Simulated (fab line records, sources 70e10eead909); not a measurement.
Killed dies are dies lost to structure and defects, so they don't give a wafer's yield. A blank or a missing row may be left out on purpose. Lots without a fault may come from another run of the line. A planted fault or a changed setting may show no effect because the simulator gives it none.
A struck lot beside a sound one | flow nand_harc | 15 steps out of a route of 1302
Sound: wafers L332.1, L332.2, L332.4. Struck: wafers L341.3, L341.5, L341.6. The cause comes at the end.
At each step with rows: each side's tool, then ch and its chambers, then its first start. Under that, the readings that differ: sound wafers | struck wafers | difference of the means | sigmas: that difference in standard deviations of wafers without a fault.
alike: readings whose means differ by less than 2 such deviations, and words and numbers that are the same on both sides. not compared: withheld readings, readings that some wafer has no value for, bounds like >300 that may hide the same value, and numbers for which the record gives no deviation and whose values overlap.
The two part at a step that has a row with sigmas, a row that says differs or no value, or rows on one side only. Numbers that don't overlap but have no deviation are shown without sigmas and don't part them. A reading that every wafer of one side lacks parts them only if that side has two wafers or more.

first, 1 step without rows for these wafers: NHARC_A_DECK1_JOINT_SRD_15.
NHARC_A_DECK1_JOINT_DEP_16: deposits SiO2, target thk 45 nm.
  sound on pecvd-04 ch 0,1, day 13 12:33; struck on pecvd-04 ch 0,1,2, day 17 10:26
  alike: heater_power_outer_w, heater_power_w, throttle_valve_pct
  not compared: since_wet_clean_h
NHARC_A_DECK1_JOINT_THK_MEAS_17: measures by ellipsometry.
  sound on film_metro-02, day 13 12:50; struck on film_metro-01, day 17 10:40
  reading     | sound          | struck         | difference | sigmas
  thk_nm (nm) | 48.2 44.9 44.9 | 44.9 42.5 44.0 | -2.2       | -2
NHARC_A_DECK1_JOINT_INSPECT_05:
  sound on defect_inspect-02, day 13 12:52; struck on defect_inspect-01, day 17 10:41
  alike: raw_defect_count
then, 1 step without rows for these wafers: NHARC_A_ONON_D2_DEP_00 (target thk 1000 nm).
NHARC_A_ONON_D2_THK_MEAS_02: measures by ellipsometry.
  sound on film_metro-01, day 13 13:26; struck on film_metro-02, day 17 11:17
  alike: thk_nm
then, 1 step without rows for these wafers: NHARC_A_ONON_D2_DEP_03 (target thk 1000 nm).
NHARC_A_ONON_D2_THK_MEAS_05: measures by ellipsometry.
  sound on film_metro-01, day 13 14:01; struck on film_metro-02, day 17 11:52
  alike: thk_nm
then, 1 step without rows for these wafers: NHARC_A_ONON_D2_DEP_06 (target thk 1000 nm).
NHARC_A_ONON_D2_THK_MEAS_08: measures by ellipsometry.
  sound on film_metro-02, day 13 14:34; struck on film_metro-01, day 17 12:25
  reading     | sound          | struck      | difference | sigmas
  thk_nm (nm) | 1015 1015 1018 | 998 999 998 | -18        | -2
then, 1 step without rows for these wafers: NHARC_A_ONON_D2_DEP_09 (target thk 1000 nm).
NHARC_A_ONON_D2_THK_MEAS_11: measures by ellipsometry.
  sound on film_metro-01, day 13 15:08; struck on film_metro-01, day 17 12:59
  alike: thk_nm
NHARC_A_ONON_D2_DEP_12: target thk 1000 nm.
  sound on pecvd_onon-03 ch 0, day 13 15:12; struck on pecvd_onon-03 ch 0, day 17 13:09
NHARC_A_ONON_D2_THK_MEAS_14: measures by ellipsometry.
  sound on film_metro-02, day 13 15:43; struck on film_metro-01, day 17 13:43
  reading     | sound       | struck      | difference | sigmas
  thk_nm (nm) | 990 990 991 | 930 928 928 | -62        | -6
  not compared: hold
-- the record jumps here: 12 days lie between the struck wafers' starts before and after (it left off in module A_ONON_D2 and takes up again in module END, whose first step shown is number 1302 of the route) --
NHARC_END_SORT_01:
  sound on prober-01 ch 0, day 25 18:46; struck on prober-02 ch 0, day 29 17:02
  reading         | sound    | struck                                                                  | difference                   | sigmas
  hold            | - - -    | await_dispo/10.0h/scrap await_dispo/10.0h/scrap await_dispo/10.0h/scrap | no value on the sound wafers |
  killed_at_array | 55 49 46 | 675 673 675                                                             | +624                         | +30
  killed_dies     | 56 51 48 | 677 677 677                                                             | +625                         | +31
  alike: killed_at_other, killed_at_periphery, killed_open, killed_short

WHERE THEY PART
First at NHARC_A_DECK1_JOINT_THK_MEAS_17; last, within this record, at NHARC_END_SORT_01.

WHY: what the simulator had put in
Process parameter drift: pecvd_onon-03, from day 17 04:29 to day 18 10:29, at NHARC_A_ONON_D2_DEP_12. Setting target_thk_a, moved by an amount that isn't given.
